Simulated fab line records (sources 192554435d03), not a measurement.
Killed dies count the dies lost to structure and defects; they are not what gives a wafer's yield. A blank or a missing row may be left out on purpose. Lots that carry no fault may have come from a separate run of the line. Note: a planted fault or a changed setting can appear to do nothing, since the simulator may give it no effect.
Matching of chambers	flow n5Finfet	N5_BEOL_M15_ETCH_59 on rieDiel-02: 4 sister chambers
The step etches BARC in N2/H2, target depth 89 nm, overetch 26.7 nm, time 67.9 s. 18 wafers are shown with their chamber, then 9 later ones without.

== WAFERS PAIRED WITH THEIR CHAMBERS ==
wafer	chamber	showerheadPlenumPTorr (Torr)	throttleValvePct (%)	oesProductAu (a.u.)
L074.2	3	2.42	17.97	0.61
L074.5	0	2.59	17.83	0.78
L074.6	3	2.42	17.99	0.61
L077.1	0	2.59	17.83	0.78
L077.2	2	2.46	17.94	0.70
L077.5	1	2.42	18.22	0.62
L079.3	0	2.59	17.84	0.77
L079.5	1	2.42	18.22	0.61
L079.6	3	2.42	18.00	0.60
L082.1	1	2.42	18.22	0.61
L082.3	2	2.46	17.94	0.69
L082.4	0	2.58	17.83	0.76
L083.1	0	2.58	17.84	0.76
L083.4	1	2.42	18.24	0.62
L083.6	2	2.46	17.95	0.68
L087.2	3	2.41	18.03	0.59
L087.3	0	2.58	17.87	0.74
L087.5	3	2.41	18.02	0.59

SIGNATURES, as means of the wafers listed above
reading	chamber 0	chamber 1	chamber 2	chamber 3	scatter within a chamber
showerheadPlenumPTorr	2.5850	2.4200	2.4600	2.4160	0.00439
throttleValvePct	17.8400	18.2250	17.9433	18.0020	0.0166
oesProductAu	0.7650	0.6150	0.6900	0.6000	0.0115
Rule: a wafer's distance from a chamber is the root of the sum, over the readings, of the square of ((its reading less the chamber's mean) divided by the reading's scatter). The wafer belongs to the nearest chamber; if the next one is less than 2 further off, it can't be placed. The scatter: the root of (the sum of the squares of (reading less its chamber's mean) over the shown wafers, divided by (wafers less chambers)).

== WAFERS WHOSE CHAMBER IS MISSING ==
wafer	showerheadPlenumPTorr (Torr)	throttleValvePct (%)	oesProductAu (a.u.)
L093.1	2.45	17.99	0.67
L093.3	2.57	17.88	0.73
L093.5	2.57	17.89	0.73
L095.1	2.72	17.64	0.82
L095.2	2.44	18.01	0.67
L095.4	2.57	17.91	0.72
L097.4	2.57	17.91	0.72
L097.5	2.72	17.64	0.80
L097.6	2.57	17.91	0.72

== THE CHAMBER EACH PASSED THROUGH ==
wafer	from the rows above	in truth
L093.1	2	2
L093.3	0	0
L093.5	0	0
L095.1	0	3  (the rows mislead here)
L095.2	can't be placed: 2 or 3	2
L095.4	0	0
L097.4	0	0
L097.5	0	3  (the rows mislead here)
L097.6	0	0
Correct placement for 6 of the 9. Not placeable from these rows: 1 (in 1, the candidates include the true chamber). Wrongly placed: 2.
